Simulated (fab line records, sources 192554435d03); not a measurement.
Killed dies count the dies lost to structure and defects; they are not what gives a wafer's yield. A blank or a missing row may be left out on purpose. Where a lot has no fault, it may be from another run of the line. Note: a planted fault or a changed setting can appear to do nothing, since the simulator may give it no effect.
Struck lot and sound lot, side by side    flow n5-finfet    15 steps out of a route of 1938
Sound: these wafers, L209.1, L209.5, L209.6. The struck wafers were L212.3, L212.5, L212.6. The cause comes at the end.
Each step with rows lists, per side, the tool, then ch with its chambers, then its first start. Under that, the readings that differ: sound wafers    struck wafers    difference of the means    sigmas: that difference in standard deviations of wafers without a fault.
alike: readings whose means differ by less than 2 such deviations, and words and numbers that are the same on both sides. not compared: withheld readings, readings that some wafer has no value for, bounds like >300 that may hide the same value, and numbers for which the record gives no deviation and whose values overlap.
Wherever a step has rows on one side only, a row that says differs or no value, or a row with sigmas, the two part there. Numbers that have no deviation but don't overlap get no sigmas and don't part them. Lack of a reading on every wafer of one side parts them only where that side has two or more wafers.

N5_BEOL_M7_VIA_ETCH_34: etches SiCOH lowk in C4F6/O2, target depth 125.5 nm, time 50.5 s.
  sound on rie-diel-06 ch 0,1,2, day 11 17:23; struck on rie-diel-02 ch 0,1,3, day 12 03:40
  alike: chamber-pressure-mTorr, drypump-motor-current-A, oes_f_703_au, oes-product-au, rf-fwd-power-W, rf-vpp-V, showerhead-plenum-p-Torr, throttle-valve-pct
  not compared: rf-hours-counter-h
then, 2 steps without rows for these wafers: N5_BEOL_M7_STRIP_76 (strips in C4F6/O2); N5_BEOL_M7_STRIP_36 (strips in N2/H2).
N5_BEOL_M7_TRENCH_ETCH_37: etches SiCOH lowk in C4F6/O2, target depth 93.478 nm, time 31.2 s.
  sound on rie-diel-06 ch 0,1,2; struck on rie-diel-02 ch 0,1,3
  alike: chamber-pressure-mTorr, drypump-motor-current-A, oes_f_703_au, oes-product-au, rf-fwd-power-W, rf-vpp-V, showerhead-plenum-p-Torr, throttle-valve-pct
  not compared: rf-hours-counter-h
N5_BEOL_M7_ETCH_41: etches SiCN in CH3F/O2, target depth 31.9 nm, time 57.8 s.
  sound on rie-diel-06 ch 0,1,2; struck on rie-diel-02 ch 0,1,3
  alike: chamber-pressure-mTorr, drypump-motor-current-A, oes-product-au, rf-fwd-power-W, rf-vpp-V, showerhead-plenum-p-Torr, throttle-valve-pct
  not compared: rf-hours-counter-h
N5_BEOL_M7_STRIP_80: strips in N2/H2, time 10 s.
  sound on rie-diel-06 ch 0,1,2; struck on rie-diel-02 ch 0,1,3
  alike: chamber-pressure-mTorr, drypump-motor-current-A, oes-product-au, rf-vpp-V, showerhead-plenum-p-Torr, throttle-valve-pct
  not compared: rf-hours-counter-h
N5_BEOL_M7_OCD_MEAS_38:
  sound: ocd-01 at day 11 17:38; struck: ocd-01 at day 12 03:55
  alike: trench-depth-nm
then, 4 steps without rows for these wafers: N5_BEOL_M7_HM_STRIP_39 (strips TiN in peroxide tin strip, target depth 25 nm, time 158 s); N5_BEOL_M7_SRD_40 (time 30 s); N5_BEOL_M7_PRECLEAN_42 (cleans in residue remover, time 60 s); N5_BEOL_M7_SRD_43 (time 30 s).
N5_BEOL_M7_CD_MEAS_35 targets a cd of 40 nm.
  sound: cd-sem-03 at day 11 17:47; struck: cd-sem-01 at day 12 04:04
  alike: cd-nm
N5_BEOL_M7_CURE_75: cures SiCOH lowk, time 120 s.
  sound on uv-cure-01 ch 0, day 11 17:58; struck on uv-cure-02 ch 0, day 12 04:12
  no value came back on the struck wafers for lamp-power-pct (%), run-length-s (s), time-s (s), wafer_temp_C_max; on the sound wafers lamp-power-pct (%) reads 52.26 52.33 52.27
N5_BEOL_M7_DEGAS_44: time 60 s.
  sound: pvd-sputter-02 at day 11 18:20; struck: pvd-sputter-01 at day 12 04:43
  alike: heater-power-w
-- the record jumps here: 3 days lie between the struck wafers' starts before and after (it left off in module BEOL_M7 and takes up again in module PASSIVATION, whose first step shown is number 1936 of the route) --
N5_PASSIVATION_PROBE_49:
  sound: prober-02 at day 15 07:15; struck: prober-01 at day 15 11:10
reading                sound        struck       difference  sigmas
sort_bin_6_memory (%)  4.7 4.7 3.7  2.5 3.4 2.8  -1.5        -2
  alike: defect-limited-yield, killed_at_M0_to_M3, killed_at_M4_up, killed-at-contacts, killed-at-front-end, killed-at-other, killed-dies, killed-open, killed-short, sort_bin_5_function, sort_bin_8_speed, sort-n-pass, sort-yield-pct

WHERE THEY PART
Last at N5_PASSIVATION_PROBE_49 as far as this record goes, first at N5_BEOL_M7_CURE_75.

WHY: the cause the simulator had injected
Whole step skipped at N5_BEOL_M7_CURE_75 on uv-cure-02, starting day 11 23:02. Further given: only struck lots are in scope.
